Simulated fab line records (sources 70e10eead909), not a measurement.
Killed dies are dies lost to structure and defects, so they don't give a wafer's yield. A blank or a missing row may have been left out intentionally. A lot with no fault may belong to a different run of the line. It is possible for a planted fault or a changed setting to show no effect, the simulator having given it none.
Check for tools in common ; flow nandHarc ; 11 lots and 33 wafers in the sample

== THE REASON FOR OPENING IT ==
On 2 of the 11 lots, a flag is raised at NHARC_P_ZERO_WELL_CD_MEAS_24 on the reading cdNm. Wafers without a fault read 719.9 nm, standard deviation 2.
Rule: a lot is flagged in two cases, either no wafer of it has a number, or all its wafers with numbers fall more than 4 standard deviations from that mean. The rest of the lots are taken to be sound.

lot;measured;on;cdNm (nm), wafer by wafer;flag
L806;day 2 08:35;cdSem-03;718.7 717.6 718.3;
L807;day 2 18:35;cdSem-01;721.1 722.5 723.8;
L809;day 3 14:36;cdSem-02;720.7 720.9 718.6;
L810;day 4 00:37;cdSem-01;720.6 719.4 720.1;
L818;day 7 08:29;cdSem-02;758.7 760.4 760.4;FLAGGED
L819;day 7 18:56;cdSem-01;762.4 763.9 763.3;FLAGGED
L822;day 9 00:28;cdSem-01;720.4 720.1 721.3;
L823;day 9 10:38;cdSem-03;721.2 721.3 723.4;
L824;day 9 20:38;cdSem-01;719.0 717.9 717.4;
L825;day 10 06:36;cdSem-01;721.3 718.4 720.3;
L826;day 10 16:31;cdSem-01;718.7 719.5 718.2;
Average over the flagged lots: 761.5 nm; offset from the usual +41.6 nm, equal to +21 standard deviations.

== LOT BY LOT: THE TOOL USED ==
The record keeps 1 process step preceding the reading, out of 1302 steps on the route. Every cell lists first the tool, next ch and the chambers used by the sampled wafers, and last the start.
lot;flag;NHARC_P_ZERO_WELL_EXPOSE_21
L806;;krfScanner-03 ch 0, day 2 08:26
L807;;krfScanner-02 ch 0, day 2 18:26
L809;;krfScanner-04 ch 0, day 3 14:27
L810;;krfScanner-03 ch 0, day 4 00:28
L818;FLAGGED;krfScanner-03 ch 0, day 7 08:20
L819;FLAGGED;krfScanner-03 ch 0, day 7 18:46
L822;;krfScanner-02 ch 0, day 9 00:19
L823;;krfScanner-02 ch 0, day 9 10:29
L824;;krfScanner-04 ch 0, day 9 20:29
L825;;krfScanner-02 ch 0, day 10 06:27
L826;;krfScanner-02 ch 0, day 10 16:22
What the steps here do:
- NHARC_P_ZERO_WELL_EXPOSE_21: exposes mask P NWELL, target cd 720 nm.
- NHARC_P_ZERO_WELL_CD_MEAS_24: target cd 720 nm.

== FLAGGED AGAINST TOTAL, ONE TOOL AT A TIME (gauges that did the reading follow at the end) ==
step;tool;lots run;flagged;share of the flagged lots;sound lots run after its first flagged lot
NHARC_P_ZERO_WELL_EXPOSE_21;krfScanner-02;5;0;none;-
NHARC_P_ZERO_WELL_EXPOSE_21;krfScanner-03;4;2;all;0
NHARC_P_ZERO_WELL_EXPOSE_21;krfScanner-04;2;0;none;-
NHARC_P_ZERO_WELL_CD_MEAS_24;cdSem-01;7;1;some;4 (L822,L824,L825,L826)
NHARC_P_ZERO_WELL_CD_MEAS_24;cdSem-02;2;1;some;0
NHARC_P_ZERO_WELL_CD_MEAS_24;cdSem-03;2;0;none;-

== THE TABLE: WHAT IT ALLOWS ==
1 row of the table ran every flagged lot: krfScanner-03 at NHARC_P_ZERO_WELL_EXPOSE_21.
- krfScanner-03 at NHARC_P_ZERO_WELL_EXPOSE_21: 2 of its 4 lots flagged. It ran its last sound lot, L810, at day 4 00:28 and its first flagged lot, L818, at day 7 08:20: a fault with its onset between the two fits. Its own readings lie more than 4 standard deviations out on every wafer of the flagged lots: exposureDoseMJCm2.
What remains is a single tool, krfScanner-03 at NHARC_P_ZERO_WELL_EXPOSE_21.

== WHAT THE SIMULATOR HAD PUT IN ==
Drift in process parameters on krfScanner-03 at NHARC_P_ZERO_WELL_EXPOSE_21, starting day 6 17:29. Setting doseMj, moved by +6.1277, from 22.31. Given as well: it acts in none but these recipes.
Struck lots among those shown: L818, L819. The rule above found the same.
